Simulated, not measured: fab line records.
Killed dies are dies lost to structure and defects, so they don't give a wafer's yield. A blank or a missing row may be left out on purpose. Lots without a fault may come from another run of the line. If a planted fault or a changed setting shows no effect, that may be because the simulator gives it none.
Chamber matching / flow n5 finfet / N5_BEOL_M10_ETCH_66 on rie diel-04: 4 sister chambers
The step etches SOC in N2/H2, target depth 120 nm, overetch 24 nm, time 180 s. 4 wafers are shown with their chamber, then 8 later ones without.

## WAFERS WITH THEIR CHAMBER
wafer=L077.6; chamber=3; drypump motor current A (A)=5.4
wafer=L087.1; chamber=0; drypump motor current A (A)=5.9
wafer=L087.2; chamber=1; drypump motor current A (A)=5.1
wafer=L090.2; chamber=2; drypump motor current A (A)=4.8

## WAFERS WITH NO CHAMBER GIVEN
wafer=L090.4; drypump motor current A (A)=5.1
wafer=L090.6; drypump motor current A (A)=5.4
wafer=L094.2; drypump motor current A (A)=4.9
wafer=L094.3; drypump motor current A (A)=5.9
wafer=L094.5; drypump motor current A (A)=5.4
wafer=L093.1; drypump motor current A (A)=5.4
wafer=L093.2; drypump motor current A (A)=5.1
wafer=L093.3; drypump motor current A (A)=4.8

## WHICH CHAMBER EACH WENT THROUGH
wafer=L090.4; from the rows above=1; in truth=1
wafer=L090.6; from the rows above=3; in truth=3
wafer=L094.2; from the rows above=2; in truth=2
wafer=L094.3; from the rows above=0; in truth=0
wafer=L094.5; from the rows above=3; in truth=3
wafer=L093.1; from the rows above=3; in truth=3
wafer=L093.2; from the rows above=1; in truth=1
wafer=L093.3; from the rows above=2; in truth=2
Correct placement for 8 of the 8. Can't be placed from these rows: 0. Number placed wrongly: 0.
How it was worked out, from the rows above alone: a wafer's distance from a chamber is the root of the sum, over the readings, of the square of ((its reading less the chamber's mean) divided by the reading's scatter). If the next closest chamber is less than 2 further off than the closest, the wafer can't be placed; otherwise it belongs to the closest. Each chamber's mean is taken over the wafers shown for it. The scatter: root of mean squared gap, hidden wafer to nearest shown wafer, with one shown wafer a chamber.
